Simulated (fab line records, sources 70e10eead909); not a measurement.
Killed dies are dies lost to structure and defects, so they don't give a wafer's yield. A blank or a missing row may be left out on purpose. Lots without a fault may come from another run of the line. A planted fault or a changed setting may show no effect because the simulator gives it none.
Which tool did it? | flow nand_harc | 11 lots, 33 wafers sampled, at 4 steps of a route of 1302

WHAT THE GAUGES READ, wafer by wafer
NHARC_A_CHANNEL_HOLE_D2_INSPECT_40.
lot  | measured     | on                | raw_defect_count
L457 | day 13 15:51 | defect_inspect-01 | 359 234 303
L458 | day 14 03:55 | defect_inspect-02 | 156 176 272
L461 | day 15 11:49 | defect_inspect-01 | 800 833 762
L463 | day 15 21:36 | defect_inspect-02 | 819 1041 908
L471 | day 19 14:19 | defect_inspect-02 | 221 250 274
L472 | day 19 15:53 | defect_inspect-02 | 259 208 329
L473 | day 20 01:29 | defect_inspect-01 | 394 358 245
L474 | day 20 19:14 | defect_inspect-01 | 221 226 313
L477 | day 21 17:12 | defect_inspect-02 | 248 221 246
L478 | day 22 12:51 | defect_inspect-01 | 226 151 141
L480 | day 23 01:45 | defect_inspect-01 | 261 202 203

WHICH TOOL RAN EACH LOT (tool, then ch and the chambers of the sampled wafers, then the start)
lot  | NHARC_A_CHANNEL_HOLE_D2_ETCH_23  | NHARC_A_CHANNEL_HOLE_D2_ETCH_25  | NHARC_A_CHANNEL_HOLE_D2_STRIP_28
L457 | har_etch-01 ch 0,1, day 13 11:41 | har_etch-01 ch 0,1, day 13 13:11 | rie_diel-02 ch 0,2,3, day 13 15:51 or earlier
L458 | har_etch-01 ch 0,1, day 13 23:45 | har_etch-01 ch 0,1, day 14 01:14 | rie_diel-04 ch 0,3, day 14 03:55 or earlier
L461 | har_etch-01 ch 0,1, day 15 07:39 | har_etch-01 ch 0,1, day 15 09:08 | rie_diel-02 ch 0,1,3, day 15 11:49 or earlier
L463 | har_etch-01 ch 0,1, day 15 17:21 | har_etch-01 ch 0,1, day 15 18:49 | rie_diel-02 ch 0,1,2, day 15 21:36 or earlier
L471 | har_etch-01 ch 0,1, day 19 10:04 | har_etch-01 ch 0,1, day 19 11:31 | rie_diel-04 ch 2,3, day 19 14:19 or earlier
L472 | har_etch-02 ch 0,1, day 19 11:37 | har_etch-02 ch 0,1, day 19 13:05 | rie_diel-02 ch 0,1,2, day 19 15:53 or earlier
L473 | har_etch-01 ch 0,1, day 19 21:26 | har_etch-01 ch 0,1, day 19 22:57 | rie_diel-02 ch 0,1, day 20 01:29 or earlier
L474 | har_etch-01 ch 0,1, day 20 15:05 | har_etch-01 ch 0,1, day 20 16:34 | rie_diel-02 ch 1,2,3, day 20 19:14 or earlier
L477 | har_etch-01 ch 0,1, day 21 12:55 | har_etch-01 ch 0,1, day 21 14:22 | rie_diel-02 ch 1,3, day 21 17:12 or earlier
L478 | har_etch-02 ch 0,1, day 22 08:35 | har_etch-02 ch 0,1, day 22 10:02 | rie_diel-04 ch 1,3, day 22 12:51 or earlier
L480 | har_etch-02 ch 0,1, day 22 21:29 | har_etch-02 ch 0,1, day 22 22:57 | rie_diel-02 ch 0,2,3, day 23 01:45 or earlier
- NHARC_A_CHANNEL_HOLE_D2_ETCH_23: etches the open film in C4F8/O2/Ar, time 819 s, target depth 1600 nm.
- NHARC_A_CHANNEL_HOLE_D2_ETCH_25: etches the open film in C4F8/O2/Ar, time 1040.2 s, target depth 1500 nm.
- NHARC_A_CHANNEL_HOLE_D2_STRIP_28: strips in O2.

THE ANSWER, worked out from the rows above alone
Rule: what is usual is taken from the lots themselves. Put in order of their means at a reading, lots are off if they are a third of the lots or fewer, leave a main group of 4 or more, and stand apart from it by a gap of 3 or more times the standard deviation of the main group's means; of several such gaps the widest counts. A main group whose means are all the same, to the digits that the tables above print for the reading, isn't used. A lot without any number at a reading at which 4 lots or more have one is off too. The other lots that the step has rows for count as sound.
Off: L461, L463, at NHARC_A_CHANNEL_HOLE_D2_INSPECT_40 (raw_defect_count). The main group: mean 248, standard deviation 45.
A tool fits if, at a process step before that reading, it ran every lot that is off, and no sound lot after the first of them. The gauges at NHARC_A_CHANNEL_HOLE_D2_INSPECT_40 are tried like those tools. NHARC_A_CHANNEL_HOLE_D2_STRIP_28 gives no start for some lots, so the hours and the order of its lots are those of NHARC_A_CHANNEL_HOLE_D2_INSPECT_40. None of those tried fits.

WHAT THE SIMULATOR HAD PUT IN
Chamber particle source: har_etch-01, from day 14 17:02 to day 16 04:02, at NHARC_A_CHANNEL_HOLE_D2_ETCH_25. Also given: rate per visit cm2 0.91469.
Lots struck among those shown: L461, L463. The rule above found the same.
